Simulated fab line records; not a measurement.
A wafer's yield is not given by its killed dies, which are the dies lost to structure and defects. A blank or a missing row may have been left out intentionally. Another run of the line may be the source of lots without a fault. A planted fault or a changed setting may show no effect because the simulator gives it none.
Chamber matching	flow n5 finfet	4 sister chambers for N5_BEOL_M1_ETCH_77 on rie diel-02
The step etches underlayer in N2/H2, target depth 6.5 nm, time 5.2 s. 8 wafers are shown with their chamber, then 12 later ones without.

## WAFERS WITH THEIR CHAMBER
wafer	chamber	throttle valve pct (%)	drypump motor current A (A)
L085.6	1	17.72	5.6
L087.2	1	17.74	5.6
L086.1	2	18.20	6.5
L086.3	3	17.29	5.8
L086.4	0	18.04	5.1
L090.3	3	17.27	5.9
L090.4	0	18.05	5.1
L090.6	2	18.22	6.5

## WAFERS MISSING THEIR CHAMBER
wafer	throttle valve pct (%)	drypump motor current A (A)
L091.1	17.75	5.6
L091.3	17.30	5.8
L091.5	17.73	5.6
L096.1	18.07	5.1
L096.2	17.77	5.7
L096.5	18.24	6.5
L095.2	18.07	5.1
L095.3	17.76	5.6
L095.5	18.07	5.1
L097.2	18.23	6.5
L097.3	17.75	5.6
L097.6	17.76	5.7

## EACH ONE'S CHAMBER
wafer	from the rows above	in truth
L091.1	1	1
L091.3	3	3
L091.5	1	1
L096.1	0	0
L096.2	1	1
L096.5	2	2
L095.2	0	0
L095.3	1	1
L095.5	0	0
L097.2	2	2
L097.3	1	1
L097.6	1	1
Placed correctly: 12 of 12. Not placeable from these rows: 0. Wrongly placed: 0.
How it was worked out, from the rows above alone: a wafer's distance from a chamber is the root of the sum, over the readings, of the square of ((its reading less the chamber's mean) divided by the reading's scatter). If the next closest chamber is less than 2 further off than the closest, the wafer can't be placed; otherwise it belongs to the closest. Each chamber's mean is taken over the wafers shown for it. The scatter: take each reading less its chamber's mean, square it, sum over the shown wafers, divide by the number of wafers less the number of chambers, and take the root.
